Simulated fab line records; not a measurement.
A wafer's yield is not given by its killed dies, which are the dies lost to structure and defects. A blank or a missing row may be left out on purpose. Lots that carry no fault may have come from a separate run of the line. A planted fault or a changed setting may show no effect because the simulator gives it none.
The tool behind it: which one?    flow n5_finfet    12 lots, 36 wafers sampled, at 3 steps of a route of 1938

## WHAT EACH GAUGE READ, for each wafer
N5_BEOL_M8_CD_MEAS_18: pitch 80 nm, target cd 40 nm.
lot   measured      on         cd_nm (nm)
L075  day 9 17:11   cd_sem-03  39.8 40.2 40.2
L077  day 9 20:40   cd_sem-02  40.1 40.0 40.3
L079  day 10 09:59  cd_sem-01  39.8 40.4 40.0
L082  day 10 18:34  cd_sem-02  40.2 39.7 40.4
L083  day 11 03:24  cd_sem-02  39.5 39.9 39.6
L084  day 11 18:47  cd_sem-01  39.6 40.0 40.4
L086  day 12 15:01  cd_sem-01  39.7 39.3 38.7
L090  day 12 22:02  cd_sem-03  39.9 39.8 40.1
L091  day 13 10:03  cd_sem-03  41.2 40.5 41.3
L094  day 13 22:05  cd_sem-03  40.5 40.0 40.3
L095  day 14 03:52  cd_sem-02  40.2 40.6 40.1
L097  day 15 06:41  cd_sem-01  40.3 40.2 39.7

## WHICH TOOL RAN EACH LOT (tool, then ch and the chambers of the sampled wafers, then the start)
lot   N5_BEOL_M8_ILD_DEP_00            N5_BEOL_M8_STRIP_67
L075  pecvd-03 ch 1,2, day 9 14:38     rie_diel-04 ch 0,1,2, day 9 16:52
L077  pecvd-04 ch 0,1, day 9 17:59     rie_diel-04 ch 0,1,3, day 9 20:22
L079  pecvd-03 ch 0,1, day 10 07:29    rie_diel-04 ch 0,1,2, day 10 09:39
L082  pecvd-03 ch 1,2, day 10 16:09    rie_diel-05 ch 1,2, day 10 18:20
L083  pecvd-02 ch 1,2, day 11 00:37    rie_diel-04 ch 1,3, day 11 03:10
L084  pecvd-04 ch 0,1,2, day 11 16:08  rie_diel-01 ch 0,1, day 11 18:28
L086  pecvd-03 ch 0,1,2, day 12 13:19  rie_diel-04 ch 2,3, day 12 14:44
L090  pecvd-03 ch 1,2, day 12 19:31    rie_diel-04 ch 1,2, day 12 21:49
L091  pecvd-04 ch 0,1,2, day 13 07:31  rie_diel-04 ch 2,3, day 13 09:47
L094  pecvd-03 ch 0,1, day 13 19:08    rie_diel-01 ch 1,2,3, day 13 21:52
L095  pecvd-02 ch 0,1, day 14 02:12    rie_diel-01 ch 0,1,3, day 14 03:38
L097  pecvd-02 ch 0,2, day 15 03:38    rie_diel-04 ch 0,1,3, day 15 06:23
- N5_BEOL_M8_ILD_DEP_00: deposits SiCOH lowk from DEMS/porogen, target thk 179.75 nm, time 33.4 s.
- N5_BEOL_M8_STRIP_67: strips in CF4.

## THE ANSWER, worked out from the rows above alone
Rule: the lots themselves supply what counts as usual. The widest of any qualifying gaps counts: lots, ordered by their means at a reading, are off when they make up no more than a third of the lots, leave a main group of 4 or more, and stand apart from it by 3 or more times the standard deviation of that group's means. Not used: any main group whose means are identical at the precision the tables above print for the reading. Also off: a lot with no number at a reading for which 4 or more lots have one. The other lots that the step has rows for count as sound.
No lot is off on any of the readings shown, so nothing can be concluded from this.

## WHAT HAD BEEN PUT IN BY THE SIMULATOR
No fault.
